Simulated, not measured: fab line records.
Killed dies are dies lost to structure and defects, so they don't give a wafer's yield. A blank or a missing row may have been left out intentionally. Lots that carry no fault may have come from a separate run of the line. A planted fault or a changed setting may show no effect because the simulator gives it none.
Comparing a struck lot with a sound one    flow n5_finfet    18 out of 1938 route steps
Sound: these wafers, L896.3, L896.4, L896.5. Struck: wafer L901.3 (L901.2, L901.6, from the same lot, were not struck and are left out); the cause is given at the end.
Per side, at each step with rows, come the tool, then ch with its chambers, and then its first start. Under that, the readings that differ: sound wafers    struck wafers    difference of the means    sigmas: that difference in standard deviations of wafers without a fault.
alike: a reading whose means differ by less than 2 such deviations, as well as words and numbers matching on both sides. not compared: withheld readings; readings where some wafer has no value; bounds like >300 that might hide an equal value; numbers whose values overlap and for which the record gives no deviation.
Wherever a step has rows on one side only, a row that says differs or no value, or a row with sigmas, the two part there. When numbers do not overlap yet have no deviation, they are printed without sigmas and do not part them. A reading that every wafer of one side lacks parts them only if that side has two wafers or more.

first, 1 step without rows for these wafers: N5_BEOL_M2_ANNEAL_82 (time 240 s).
N5_BEOL_M2_SPUTTER_86: material Cu, target thk 4.5 nm, time 8.29 s.
  sound on pvd_sputter-01 at day 7 15:18; struck on pvd_sputter-03 at day 9 03:32
reading                 sound           struck  difference  sigmas
throttle_valve_pct (%)  29.4 30.7 28.8  31.8    +2.2        +2
then, 5 steps without rows for these wafers: N5_BEOL_M2_ANNEAL_87 (time 240 s); N5_BEOL_M2_SPUTTER_88 (material Cu, target thk 4.5 nm, time 8.29 s); N5_BEOL_M2_ANNEAL_89 (time 240 s); N5_BEOL_M2_SPUTTER_90 (material Cu, target thk 4.5 nm, time 8.29 s); N5_BEOL_M2_ANNEAL_91 (time 240 s).
N5_BEOL_M2_SPUTTER_92: material Cu, target thk 4.5 nm, time 8.29 s.
  sound on pvd_sputter-01 at day 7 15:58; struck on pvd_sputter-03 at day 9 04:11
reading                 sound           struck  difference  sigmas
throttle_valve_pct (%)  29.7 30.7 28.9  31.6    +1.8        +2
N5_BEOL_M2_ANNEAL_93: time 240 s.
  sound on pvd_sputter-01 at day 7 16:02; struck on pvd_sputter-03 at day 9 04:16
reading             sound        struck  difference  sigmas
heater_power_w (W)  834 914 859  754     -115        -2
then, 1 step without rows for these wafers: N5_BEOL_M2_SPUTTER_94 (material Cu, target thk 4.5 nm, time 8.29 s).
N5_BEOL_M2_ANNEAL_95: time 240 s.
  sound on pvd_sputter-01 at day 7 16:16; struck on pvd_sputter-03 at day 9 04:29
  alike: heater_power_w
N5_BEOL_M2_SPUTTER_96: material Cu, target thk 4.5 nm, time 8.29 s.
  sound on pvd_sputter-01 at day 7 16:24; struck on pvd_sputter-03 at day 9 04:38
reading                 sound           struck  difference  sigmas
throttle_valve_pct (%)  29.7 30.9 28.7  31.9    +2.1        +2
N5_BEOL_M2_ECD_50: material Cu, target thk 300 nm.
  sound on ecd_cu-01 ch 0,1, day 7 16:32; struck on ecd_cu-02 ch 1, day 9 04:45
reading                                 sound              struck  difference  sigmas
model.Cu_of_BEOL_M2_ECD_50.thk_nm (nm)  302.4 297.2 300.2  159.2   -140.7      
then, 1 step without rows for these wafers: N5_BEOL_M2_ANNEAL_51 (time 90 s).
N5_BEOL_M2_CMP_52: polishes, stops on SiOC, t overpolish 6.8 s, target thk 40 nm.
  sound on cmp-04 ch 2,3, day 7 16:56; struck on cmp-02 ch 1, day 9 05:08
reading                 sound           struck  difference  sigmas
time_to_endpoint_s (s)  62.1 64.5 63.7  29.6    -33.8       -13
  alike: motor_current_A
N5_BEOL_M2_THK_MEAS_53: measures by xrf.
  sound on film_metro-01 at day 7 17:11; struck on film_metro-01 at day 9 05:26
  alike: M2_THK
N5_BEOL_M4_RC_MEAS_101:
  sound on prober-01 ch 0, day 8 11:26; struck on prober-02 ch 0, day 10 03:49
  alike: DIBL_N, DIBL_P, IOFF_N, IOFF_P, ION_N, ION_P, SS_N, SS_P, VT_N, VT_P
-- record jumps: 4 days separate the struck wafers' starts on either side; left off in module BEOL_M4, taken up again in module PASSIVATION, whose first shown step is the route's number 1936 --
N5_PASSIVATION_PROBE_49:
  sound on prober-01 at day 12 18:45; struck on prober-01 at day 14 10:03
reading                sound        struck  difference  sigmas
sort_bin_6_memory (%)  3.1 4.2 2.8  2.0     -1.4        -2
  alike: defect_limited_yield, killed_at_M0_to_M3, killed_at_M4_up, killed_at_contacts, killed_at_front_end, killed_at_other, killed_dies, killed_open, killed_short, sort_bin_5_function, sort_n_pass, sort_yield_pct

== WHERE THEY PART ==
First at N5_BEOL_M2_SPUTTER_86; last, within this record, at N5_PASSIVATION_PROBE_49.

WHY: what the simulator had put in
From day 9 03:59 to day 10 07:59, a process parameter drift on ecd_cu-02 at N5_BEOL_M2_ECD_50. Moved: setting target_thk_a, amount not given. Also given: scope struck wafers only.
